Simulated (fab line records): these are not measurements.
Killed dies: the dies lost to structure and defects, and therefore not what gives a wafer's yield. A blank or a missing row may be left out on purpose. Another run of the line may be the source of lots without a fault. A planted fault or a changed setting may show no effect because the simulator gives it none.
Matching of chambers | flow nand harc | NHARC_A_BLC_CMP_25 on cmp-03: 4 sister chambers
The step polishes, t overpolish 30 s, target thk 150 nm. 8 wafers are shown with their chamber, then 8 later ones without.

## WAFERS PAIRED WITH THEIR CHAMBERS
wafer  | chamber | motor current A (A) | time to endpoint s (s)
L075.5 | 2       | 10.7                | 28.7
L085.1 | 1       | 12.4                | 30.5
L085.4 | 3       | 14.5                | 28.7
L085.6 | 3       | 14.9                | 26.7
L087.1 | 2       | 10.9                | 32.2
L087.2 | 1       | 12.7                | 30.5
L087.4 | 0       | 11.1                | 32.1
L090.2 | 0       | 11.7                | 31.9

## WAFERS MISSING THEIR CHAMBER
wafer  | motor current A (A) | time to endpoint s (s)
L090.4 | 16.0                | 30.6
L090.5 | 15.4                | 29.5
L095.2 | 15.5                | 28.0
L095.3 | 12.2                | 29.3
L095.6 | 14.8                | 25.4
L097.1 | 12.0                | 31.0
L097.2 | 15.3                | 28.5
L097.4 | 12.6                | 25.1

## EACH ONE'S CHAMBER
wafer  | from the rows above     | in truth
L090.4 | 3                       | 3
L090.5 | 3                       | 3
L095.2 | 3                       | 3
L095.3 | can't be placed: 1 or 0 | 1
L095.6 | 3                       | 3
L097.1 | can't be placed: 1 or 0 | 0
L097.2 | 3                       | 3
L097.4 | 1                       | 1
Correctly placed: 6 of 8. These rows do not allow placing 2 (true chamber among the candidates in 2). Wrongly placed: 0.
How it was worked out, from the rows above alone: a wafer's distance from a chamber is the root of the sum, over the readings, of the square of ((its reading less the chamber's mean) divided by the reading's scatter). The wafer belongs to the nearest chamber; if the next one is less than 2 further off, it can't be placed. Each chamber's mean is taken over the wafers shown for it. The scatter: take each reading less its chamber's mean, square it, sum over the shown wafers, divide by the number of wafers less the number of chambers, and take the root.
